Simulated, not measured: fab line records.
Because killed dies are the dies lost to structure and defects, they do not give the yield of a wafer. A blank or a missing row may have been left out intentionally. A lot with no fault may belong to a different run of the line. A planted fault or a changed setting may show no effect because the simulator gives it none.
fab line records :: flow n5Finfet :: part 2 of 2: steps 22 to 29 of 29
[record]
  lots = 5
  wafers = 15
  lastDay = 16
route steps=1938 shown BEOL_M13@1675
lots that met no fault: taken from a fault-free run of the same line
startH: start of the lot's first displayed wafer, in hours after the record's first day :: waitH: how many hours have passed since the lot's step before this one :: " same as the row above :: L1.1+2: one row covering several wafers at once :: - either no value or no given start :: * or withheld: withheld :: < > ~ a bound
route shown NAME@n: a module of which the file shows steps, and the number in the route of the first :: usual: the fault-free wafers' mean and standard deviation :: same: alike in all rows :: chamber/n: place in a boat :: sites: readings site by site :: _std_site: the values' standard deviation :: _edge_site: outer sites' mean less inner sites' :: radiusMm: how far each site lies from the wafer's centre :: mask NAME#n: copy n :: behind: the last tool/chamber to shape the wafer :: hold: what put the lot on hold/how long, in hours/how the hold closed :: device: the n, p or np transistor that did not switch :: end of line: tests run on the same wafers once the route is complete :: a step with no rows: only its recipe :: killed: dies lost to structure and defects at the first sort, not the wafer's yield :: map: a wafer's dies, marking killed ones x, the rest . and places with no die _
set.NAME: the setting the step ran with; set.NAME@STEP: the setting that earlier step ran with :: model.NAME: the simulator's own value behind a step, which no gauge read
certain route steps with their lots: each step a table, each wafer a row
services: when a tool's chamber went out of use (startH, in hours from the record's first day, below 0 if earlier), for how many hours, and the reason
[[steps]]
[step N5_BEOL_M13_TRENCH_ETCH_34]
[recipe]
  chemistry = C4F8/O2/Ar
  target = SiOC
  targetDepthA = 4134.7
  maskMaterial = SOC
  pressureMtorr = 30
  sourceW = 3000
  biasW = 700
  Ar_flow_sccm = 400
  C4F8_flow_sccm = 15
  O2_flow_sccm = 8
  heInnerTorr = 15
  heOuterTorr = 30
  timeS = 162.6
  ionEnergyEv = 250
[usual]
  chamberPressureMTorr = 29.999/0.029
  drypumpMotorCurrentA = 5.9/0.46
  heOuterTorr = 30.00/0.055
  oesProductAu = 0.78/0.084
  rfVppV = 666.8/2.7
  showerheadPlenumPTorr = 3.47/0.098
  throttleValvePct = 24.15/0.19
lot.wafer: L077.1
tool: rieDiel-03
chamber: 3
startH: 249.84
waitH: 0.0
chamberPressureMTorr: 30.032
drypumpMotorCurrentA: 5.9
heOuterTorr: 30.12
oesProductAu: 0.71
rfHoursCounterH: 198
rfVppV: 666.4
showerheadPlenumPTorr: 3.50
throttleValvePct: 24.26

lot.wafer: L077.4
tool: rieDiel-03
chamber: 2
startH: 249.84
waitH: 0.0
chamberPressureMTorr: 29.976
drypumpMotorCurrentA: 4.9
heOuterTorr: 29.98
oesProductAu: 0.86
rfHoursCounterH: 33
rfVppV: 662.5
showerheadPlenumPTorr: 3.37
throttleValvePct: 24.13

lot.wafer: L077.6
tool: rieDiel-03
chamber: 3
startH: 249.84
waitH: 0.0
chamberPressureMTorr: 30.014
drypumpMotorCurrentA: 5.9
heOuterTorr: 30.10
oesProductAu: 0.71
rfHoursCounterH: -
rfVppV: 669.3
showerheadPlenumPTorr: 3.50
throttleValvePct: 24.25

lot.wafer: L083.2
tool: rieDiel-02
chamber: 1
startH: 271.63
waitH: 0.0
chamberPressureMTorr: 29.911
drypumpMotorCurrentA: 5.8
heOuterTorr: 30.02
oesProductAu: 0.72
rfHoursCounterH: 187
rfVppV: 664.1
showerheadPlenumPTorr: 3.39
throttleValvePct: 23.90

lot.wafer: L083.3
tool: rieDiel-02
chamber: 2
startH: 271.63
waitH: 0.0
chamberPressureMTorr: 30.002
drypumpMotorCurrentA: 6.4
heOuterTorr: 30.04
oesProductAu: 0.70
rfHoursCounterH: 228
rfVppV: 665.2
showerheadPlenumPTorr: 3.37
throttleValvePct: 24.37

lot.wafer: L083.4
tool: rieDiel-02
chamber: 1
startH: 271.63
waitH: 0.0
chamberPressureMTorr: 30.058
drypumpMotorCurrentA: 5.7
heOuterTorr: 29.96
oesProductAu: 0.73
rfHoursCounterH: -
rfVppV: 665.2
showerheadPlenumPTorr: 3.39
throttleValvePct: 23.90

lot.wafer: L082.2
tool: rieDiel-03
chamber: 0
startH: 271.96
waitH: 0.0
chamberPressureMTorr: 29.960
drypumpMotorCurrentA: 6.7
heOuterTorr: 29.97
oesProductAu: 0.74
rfHoursCounterH: 147
rfVppV: 665.7
showerheadPlenumPTorr: 3.45
throttleValvePct: 24.42

lot.wafer: L082.3
tool: rieDiel-03
chamber: 3
startH: 271.96
waitH: 0.0
chamberPressureMTorr: 29.965
drypumpMotorCurrentA: 5.9
heOuterTorr: 30.06
oesProductAu: 0.70
rfHoursCounterH: 206
rfVppV: 667.9
showerheadPlenumPTorr: 3.49
throttleValvePct: 24.28

lot.wafer: L082.6
tool: rieDiel-03
chamber: 2
startH: 271.96
waitH: 0.0
chamberPressureMTorr: 30.013
drypumpMotorCurrentA: 4.9
heOuterTorr: 30.08
oesProductAu: 0.85
rfHoursCounterH: -
rfVppV: 663.3
showerheadPlenumPTorr: 3.37
throttleValvePct: 24.13

lot.wafer: L090.2
tool: rieDiel-02
chamber: 2
startH: 334.11
waitH: 0.0
chamberPressureMTorr: 30.045
drypumpMotorCurrentA: 6.4
heOuterTorr: 29.96
oesProductAu: 0.68
rfHoursCounterH: 249
rfVppV: 664.6
showerheadPlenumPTorr: 3.36
throttleValvePct: 24.38

lot.wafer: L090.3
tool: rieDiel-02
chamber: 0
startH: 334.11
waitH: 0.0
chamberPressureMTorr: 29.956
drypumpMotorCurrentA: 5.1
heOuterTorr: 29.97
oesProductAu: 0.93
rfHoursCounterH: 13
rfVppV: 667.6
showerheadPlenumPTorr: 3.49
throttleValvePct: 23.93

lot.wafer: L090.6
tool: rieDiel-02
chamber: 2
startH: 334.11
waitH: 0.0
chamberPressureMTorr: 30.054
drypumpMotorCurrentA: 6.4
heOuterTorr: 29.95
oesProductAu: 0.69
rfHoursCounterH: -
rfVppV: 664.0
showerheadPlenumPTorr: 3.36
throttleValvePct: 24.37

lot.wafer: L093.1
tool: rieDiel-02
chamber: 2
startH: 355.92
waitH: 0.0
chamberPressureMTorr: 30.037
drypumpMotorCurrentA: 6.5
heOuterTorr: 30.01
oesProductAu: 0.97
rfHoursCounterH: 1
rfVppV: 665.6
showerheadPlenumPTorr: 3.36
throttleValvePct: 24.03

lot.wafer: L093.2
tool: rieDiel-02
chamber: 3
startH: 355.92
waitH: 0.0
chamberPressureMTorr: 30.016
drypumpMotorCurrentA: 5.6
heOuterTorr: 30.06
oesProductAu: 0.86
rfHoursCounterH: 63
rfVppV: 670.2
showerheadPlenumPTorr: 3.61
throttleValvePct: 23.99

lot.wafer: L093.5
tool: rieDiel-02
chamber: 1
startH: 355.92
waitH: 0.0
chamberPressureMTorr: 30.000
drypumpMotorCurrentA: 5.8
heOuterTorr: 29.86
oesProductAu: 0.70
rfHoursCounterH: -
rfVppV: 664.3
showerheadPlenumPTorr: 3.37
throttleValvePct: 23.94
[step N5_BEOL_M13_STRIP_70]
[recipe]
  chemistry = C4F8/O2/Ar
  resist = SiARC
  rfFrequencyHz = 6e+07
lot.wafer: L077.1+4+6
tool: rieDiel-03
chamber: 3,2,3
startH: 249.98
waitH: 0.1

lot.wafer: L083.2+3+4
tool: rieDiel-02
chamber: 1,2,1
startH: 271.77
waitH: 0.1

lot.wafer: L082.2+3+6
tool: rieDiel-03
chamber: 0,3,2
startH: 272.10
waitH: 0.1

lot.wafer: L090.2+3+6
tool: rieDiel-02
chamber: 2,0,2
startH: 334.25
waitH: 0.1

lot.wafer: L093.1+2+5
tool: rieDiel-02
chamber: 2,3,1
startH: 356.06
waitH: 0.1
[step N5_BEOL_M13_OCD_MEAS_35]
[usual]
  trenchDepthNm = 413/6.4
lot.wafer: L077.1
tool: ocd-01
chamber: -
startH: 250.02
waitH: 0.0
trenchDepthNm: 416

lot.wafer: L077.4
tool: ocd-01
chamber: -
startH: 250.02
waitH: 0.0
trenchDepthNm: 417

lot.wafer: L077.6
tool: ocd-01
chamber: -
startH: 250.02
waitH: 0.0
trenchDepthNm: 415

lot.wafer: L083.2
tool: ocd-02
chamber: -
startH: 271.81
waitH: 0.0
trenchDepthNm: 410

lot.wafer: L083.3
tool: ocd-02
chamber: -
startH: 271.81
waitH: 0.0
trenchDepthNm: 404

lot.wafer: L083.4
tool: ocd-02
chamber: -
startH: 271.81
waitH: 0.0
trenchDepthNm: 410

lot.wafer: L082.2
tool: ocd-01
chamber: -
startH: 272.14
waitH: 0.0
trenchDepthNm: 407

lot.wafer: L082.3
tool: ocd-01
chamber: -
startH: 272.14
waitH: 0.0
trenchDepthNm: 414

lot.wafer: L082.6
tool: ocd-01
chamber: -
startH: 272.14
waitH: 0.0
trenchDepthNm: 415

lot.wafer: L090.2
tool: ocd-02
chamber: -
startH: 334.29
waitH: 0.0
trenchDepthNm: 405

lot.wafer: L090.3
tool: ocd-02
chamber: -
startH: 334.29
waitH: 0.0
trenchDepthNm: 412

lot.wafer: L090.6
tool: ocd-02
chamber: -
startH: 334.29
waitH: 0.0
trenchDepthNm: 405

lot.wafer: L093.1
tool: ocd-02
chamber: -
startH: 356.10
waitH: 0.0
trenchDepthNm: 426

lot.wafer: L093.2
tool: ocd-02
chamber: -
startH: 356.10
waitH: 0.0
trenchDepthNm: 413

lot.wafer: L093.5
tool: ocd-02
chamber: -
startH: 356.10
waitH: 0.0
trenchDepthNm: 409
[step N5_BEOL_M13_STRIP_37]
[recipe]
  chemistry = N2/H2
  powerW = 1000
  tempC = 250
  h2Frac = 0.65
  overashFraction = 0.3
  pressureMtorr = withheld
  n2FlowSccm = 1750
  h2FlowSccm = 3250
[usual]
  drypumpMotorCurrentA = 6.0/0.43
  heaterPowerW = 368/18
  oesProductAu = 0.785/0.011
lot.wafer: L077.1
tool: plasmaAsher-02
chamber: 1
startH: 250.06
waitH: 0.0
drypumpMotorCurrentA: 6.7
heaterPowerW: 371
oesProductAu: 0.794
rfHoursCounterH: 55

lot.wafer: L077.4
tool: plasmaAsher-02
chamber: 1
startH: 250.06
waitH: 0.0
drypumpMotorCurrentA: 6.7
heaterPowerW: 386
oesProductAu: 0.780
rfHoursCounterH: -

lot.wafer: L077.6
tool: plasmaAsher-02
chamber: 0
startH: 250.06
waitH: 0.0
drypumpMotorCurrentA: 5.7
heaterPowerW: 353
oesProductAu: 0.793
rfHoursCounterH: -

lot.wafer: L083.2
tool: plasmaAsher-01
chamber: 1
startH: 271.84
waitH: 0.0
drypumpMotorCurrentA: 5.8
heaterPowerW: 401
oesProductAu: 0.766
rfHoursCounterH: 145

lot.wafer: L083.3
tool: plasmaAsher-01
chamber: 0
startH: 271.84
waitH: 0.0
drypumpMotorCurrentA: 5.7
heaterPowerW: 356
oesProductAu: 0.792
rfHoursCounterH: -

lot.wafer: L083.4
tool: plasmaAsher-01
chamber: 1
startH: 271.84
waitH: 0.0
drypumpMotorCurrentA: 5.8
heaterPowerW: 397
oesProductAu: 0.796
rfHoursCounterH: -

lot.wafer: L082.2
tool: plasmaAsher-01
chamber: 0
startH: 272.18
waitH: 0.0
drypumpMotorCurrentA: 5.8
heaterPowerW: 363
oesProductAu: 0.783
rfHoursCounterH: 145

lot.wafer: L082.3
tool: plasmaAsher-01
chamber: 0
startH: 272.18
waitH: 0.0
drypumpMotorCurrentA: 5.7
heaterPowerW: 352
oesProductAu: 0.790
rfHoursCounterH: -

lot.wafer: L082.6
tool: plasmaAsher-01
chamber: 1
startH: 272.18
waitH: 0.0
drypumpMotorCurrentA: 5.9
heaterPowerW: 403
oesProductAu: 0.778
rfHoursCounterH: -

lot.wafer: L090.2
tool: plasmaAsher-02
chamber: 0
startH: 334.32
waitH: 0.0
drypumpMotorCurrentA: 5.7
heaterPowerW: 342
oesProductAu: 0.801
rfHoursCounterH: 77

lot.wafer: L090.3
tool: plasmaAsher-02
chamber: 1
startH: 334.32
waitH: 0.0
drypumpMotorCurrentA: 6.7
heaterPowerW: 376
oesProductAu: 0.780
rfHoursCounterH: -

lot.wafer: L090.6
tool: plasmaAsher-02
chamber: 1
startH: 334.32
waitH: 0.0
drypumpMotorCurrentA: 6.7
heaterPowerW: 388
oesProductAu: 0.784
rfHoursCounterH: -

lot.wafer: L093.1
tool: plasmaAsher-01
chamber: 1
startH: 356.14
waitH: 0.0
drypumpMotorCurrentA: 5.8
heaterPowerW: 391
oesProductAu: 0.771
rfHoursCounterH: 157

lot.wafer: L093.2
tool: plasmaAsher-01
chamber: 0
startH: 356.14
waitH: 0.0
drypumpMotorCurrentA: 5.7
heaterPowerW: 369
oesProductAu: 0.762
rfHoursCounterH: 157

lot.wafer: L093.5
tool: plasmaAsher-01
chamber: 1
startH: 356.14
waitH: 0.0
drypumpMotorCurrentA: 5.8
heaterPowerW: 390
oesProductAu: 0.796
rfHoursCounterH: -
[step N5_BEOL_M13_ETCH_38]
[recipe]
  chemistry = CF4/N2
  target = SiCN
  targetDepthA = 675
  taperDeg = 2
  timeS = 71.9
  ionEnergyEv = 150
  maskMaterial = SiO2
  pressureMtorr = 40
  sourceW = 430
  biasW = 70
  Ar_flow_sccm = 100
  cf4FlowSccm = 60
  n2FlowSccm = 60
[usual]
  chamberPressureMTorr = 40.00/0.039
  drypumpMotorCurrentA = 5.9/0.42
  oesProductAu = 0.78/0.086
  rfVppV = 383.1/1.6
  showerheadPlenumPTorr = 2.24/0.061
  throttleValvePct = 15.39/0.18
lot.wafer: L077.1
tool: rieDiel-02
chamber: 3
startH: 251.63
waitH: -
chamberPressureMTorr: 39.97
drypumpMotorCurrentA: 5.6
oesProductAu: 0.92
rfHoursCounterH: 26
rfVppV: 385.9
showerheadPlenumPTorr: 2.35
throttleValvePct: 15.13

lot.wafer: L077.4
tool: rieDiel-02
chamber: 1
startH: 251.63
waitH: -
chamberPressureMTorr: 39.95
drypumpMotorCurrentA: 5.8
oesProductAu: 0.74
rfHoursCounterH: -
rfVppV: 382.9
showerheadPlenumPTorr: 2.19
throttleValvePct: 15.22

lot.wafer: L077.6
tool: rieDiel-02
chamber: 0
startH: 251.63
waitH: -
chamberPressureMTorr: 39.96
drypumpMotorCurrentA: 5.1
oesProductAu: 0.68
rfHoursCounterH: -
rfVppV: 384.6
showerheadPlenumPTorr: 2.25
throttleValvePct: 15.58

lot.wafer: L083.2
tool: rieDiel-02
chamber: 3
startH: 277.91
waitH: -
chamberPressureMTorr: 39.95
drypumpMotorCurrentA: 5.6
oesProductAu: 0.90
rfHoursCounterH: 37
rfVppV: 385.6
showerheadPlenumPTorr: 2.34
throttleValvePct: 15.14

lot.wafer: L083.3
tool: rieDiel-02
chamber: 1
startH: 277.91
waitH: -
chamberPressureMTorr: 40.06
drypumpMotorCurrentA: 5.8
oesProductAu: 0.73
rfHoursCounterH: 189
rfVppV: 383.5
showerheadPlenumPTorr: 2.19
throttleValvePct: 15.24

lot.wafer: L083.4
tool: rieDiel-02
chamber: 1
startH: 277.91
waitH: -
chamberPressureMTorr: 39.98
drypumpMotorCurrentA: 5.8
oesProductAu: 0.73
rfHoursCounterH: -
rfVppV: 384.0
showerheadPlenumPTorr: 2.19
throttleValvePct: 15.25

lot.wafer: L082.2
tool: rieDiel-03
chamber: 1
startH: 278.11
waitH: -
chamberPressureMTorr: 39.96
drypumpMotorCurrentA: 6.1
oesProductAu: 0.70
rfHoursCounterH: 198
rfVppV: 383.2
showerheadPlenumPTorr: 2.30
throttleValvePct: 15.68

lot.wafer: L082.3
tool: rieDiel-03
chamber: 2
startH: 278.11
waitH: -
chamberPressureMTorr: 39.94
drypumpMotorCurrentA: 4.9
oesProductAu: 0.83
rfHoursCounterH: 42
rfVppV: 381.6
showerheadPlenumPTorr: 2.17
throttleValvePct: 15.29

lot.wafer: L082.6
tool: rieDiel-03
chamber: 2
startH: 278.11
waitH: -
chamberPressureMTorr: 39.95
drypumpMotorCurrentA: 4.9
oesProductAu: 0.83
rfHoursCounterH: -
rfVppV: 381.3
showerheadPlenumPTorr: 2.17
throttleValvePct: 15.29

lot.wafer: L090.2
tool: rieDiel-03
chamber: 1
startH: 335.82
waitH: -
chamberPressureMTorr: 39.96
drypumpMotorCurrentA: 6.1
oesProductAu: 0.69
rfHoursCounterH: 216
rfVppV: 384.2
showerheadPlenumPTorr: 2.29
throttleValvePct: 15.72

lot.wafer: L090.3
tool: rieDiel-03
chamber: 2
startH: 335.82
waitH: -
chamberPressureMTorr: 39.96
drypumpMotorCurrentA: 4.9
oesProductAu: 0.81
rfHoursCounterH: 61
rfVppV: 379.8
showerheadPlenumPTorr: 2.16
throttleValvePct: 15.32

lot.wafer: L090.6
tool: rieDiel-03
chamber: 3
startH: 335.82
waitH: -
chamberPressureMTorr: 39.98
drypumpMotorCurrentA: 6.0
oesProductAu: 0.68
rfHoursCounterH: -
rfVppV: 383.1
showerheadPlenumPTorr: 2.26
throttleValvePct: 15.67

lot.wafer: L093.1
tool: rieDiel-01
chamber: 1
startH: 362.89
waitH: -
chamberPressureMTorr: 40.01
drypumpMotorCurrentA: 5.9
oesProductAu: 0.80
rfHoursCounterH: 101
rfVppV: 383.4
showerheadPlenumPTorr: 2.32
throttleValvePct: 15.39

lot.wafer: L093.2
tool: rieDiel-01
chamber: 0
startH: 362.89
waitH: -
chamberPressureMTorr: 40.08
drypumpMotorCurrentA: 5.8
oesProductAu: 0.84
rfHoursCounterH: 78
rfVppV: 381.5
showerheadPlenumPTorr: 2.23
throttleValvePct: 15.50

lot.wafer: L093.5
tool: rieDiel-01
chamber: 0
startH: 362.89
waitH: -
chamberPressureMTorr: 40.08
drypumpMotorCurrentA: 5.8
oesProductAu: 0.84
rfHoursCounterH: -
rfVppV: 383.3
showerheadPlenumPTorr: 2.23
throttleValvePct: 15.49
[step N5_BEOL_M13_PRECLEAN_39]
[recipe]
  chemistry = residueRemover
  timeS = 60
  tempC = 40
lot.wafer: L077.1+4+6
tool: wetBench-05
chamber: 4,3,1
startH: 251.79
waitH: 0.1

lot.wafer: L083.2+3+4
tool: wetBench-06
chamber: 7,6,1
startH: 278.04
waitH: 0.1

lot.wafer: L082.2+3+6
tool: wetBench-06
chamber: 1,5,0
startH: 278.23
waitH: 0.1

lot.wafer: L090.2+3+6
tool: wetBench-06
chamber: 7,2,6
startH: 335.95
waitH: 0.1

lot.wafer: L093.1+2+5
tool: wetBench-06
chamber: 0,5,7
startH: 363.02
waitH: 0.1
[step N5_BEOL_M13_SRD_40]
[recipe]
  timeS = 30
  tempC = 23
  rinseLiquid = diw
  dry = n2Spin
  spinRpm = 1500
  dryTimeS = 30
lot.wafer: L077.1+4+6
tool: wetBench-05
chamber: 4,3,1
startH: 251.81
waitH: 0.0

lot.wafer: L083.2+3+4
tool: wetBench-06
chamber: 7,6,1
startH: 278.06
waitH: 0.0

lot.wafer: L082.2+3+6
tool: wetBench-06
chamber: 1,5,0
startH: 278.26
waitH: 0.0

lot.wafer: L090.2+3+6
tool: wetBench-06
chamber: 7,2,6
startH: 335.97
waitH: 0.0

lot.wafer: L093.1+2+5
tool: wetBench-06
chamber: 0,5,7
startH: 363.04
waitH: 0.0
[step N5_BEOL_M13_DEGAS_41]
[recipe]
  ambient = vacuum
  tempC = 250
  timeS = 60
[usual]
  heaterPowerW = 335/24
lot.wafer: L077.1
tool: pvdSputter-03
chamber: -
startH: 252.26
waitH: 0.4
heaterPowerW: 330

lot.wafer: L077.4
tool: pvdSputter-03
chamber: -
startH: 252.26
waitH: 0.4
heaterPowerW: 301

lot.wafer: L077.6
tool: pvdSputter-03
chamber: -
startH: 252.26
waitH: 0.4
heaterPowerW: 322

lot.wafer: L083.2
tool: pvdSputter-02
chamber: -
startH: 278.31
waitH: 0.2
heaterPowerW: 321

lot.wafer: L083.3
tool: pvdSputter-02
chamber: -
startH: 278.31
waitH: 0.2
heaterPowerW: 360

lot.wafer: L083.4
tool: pvdSputter-02
chamber: -
startH: 278.31
waitH: 0.2
heaterPowerW: 356

lot.wafer: L082.2
tool: pvdSputter-02
chamber: -
startH: 278.63
waitH: 0.4
heaterPowerW: 364

lot.wafer: L082.3
tool: pvdSputter-02
chamber: -
startH: 278.63
waitH: 0.4
heaterPowerW: 356

lot.wafer: L082.6
tool: pvdSputter-02
chamber: -
startH: 278.63
waitH: 0.4
heaterPowerW: 373

lot.wafer: L090.2
tool: pvdSputter-02
chamber: -
startH: 336.29
waitH: 0.3
heaterPowerW: 362

lot.wafer: L090.3
tool: pvdSputter-02
chamber: -
startH: 336.29
waitH: 0.3
heaterPowerW: 312

lot.wafer: L090.6
tool: pvdSputter-02
chamber: -
startH: 336.29
waitH: 0.3
heaterPowerW: 329

lot.wafer: L093.1
tool: pvdSputter-01
chamber: -
startH: 363.13
waitH: 0.1
heaterPowerW: 357

lot.wafer: L093.2
tool: pvdSputter-01
chamber: -
startH: 363.13
waitH: 0.1
heaterPowerW: 341

lot.wafer: L093.5
tool: pvdSputter-01
chamber: -
startH: 363.13
waitH: 0.1
heaterPowerW: 316
[[services]]
tool: rieDiel-03
chamber: -
startH: 236.51
hours: 0.3
kind: repair

tool: krfScanner-01
chamber: -
startH: 243.69
hours: 0.8
kind: pm

tool: rieDiel-02
chamber: 2
startH: 244.08
hours: 21.0
kind: repair

tool: rieDiel-03
chamber: 0
startH: 253.64
hours: 2.0
kind: repair

tool: rieDiel-02
chamber: 0
startH: 254.95
hours: 14.4
kind: repair

tool: krfScanner-01
chamber: -
startH: 256.05
hours: 4.4
kind: pm

tool: krfScanner-02
chamber: -
startH: 260.60
hours: 1.0
kind: pm

tool: wetBench-04
chamber: -
startH: 269.34
hours: 7.2
kind: repair

tool: rieDiel-02
chamber: 3
startH: 282.57
hours: 1.5
kind: repair

tool: rieDiel-03
chamber: 3
startH: 285.32
hours: 6.0
kind: repair

tool: plasmaAsher-01
chamber: -
startH: 286.05
hours: 23.2
kind: repair

tool: rieDiel-01
chamber: -
startH: 290.73
hours: 2.8
kind: pm

tool: rieDiel-01
chamber: 2
startH: 293.58
hours: 40.7
kind: repair

tool: plasmaAsher-02
chamber: -
startH: 297.72
hours: 1.6
kind: repair

tool: krfScanner-02
chamber: -
startH: 302.70
hours: 1.5
kind: repair

tool: krfScanner-01
chamber: -
startH: 305.20
hours: 3.0
kind: repair

tool: krfScanner-02
chamber: -
startH: 308.47
hours: 0.8
kind: pm

tool: pvdSputter-02
chamber: -
startH: 316.01
hours: 7.5
kind: repair

tool: rieDiel-02
chamber: 2
startH: 324.02
hours: 3.9
kind: repair

tool: rieDiel-01
chamber: 1
startH: 326.23
hours: 2.7
kind: repair

tool: krfScanner-02
chamber: -
startH: 333.92
hours: 1.3
kind: pm

tool: pvdSputter-03
chamber: -
startH: 341.29
hours: 2.4
kind: repair

tool: krfScanner-01
chamber: -
startH: 347.46
hours: 1.0
kind: pm

tool: pvdSputter-02
chamber: -
startH: 358.07
hours: 3.6
kind: repair
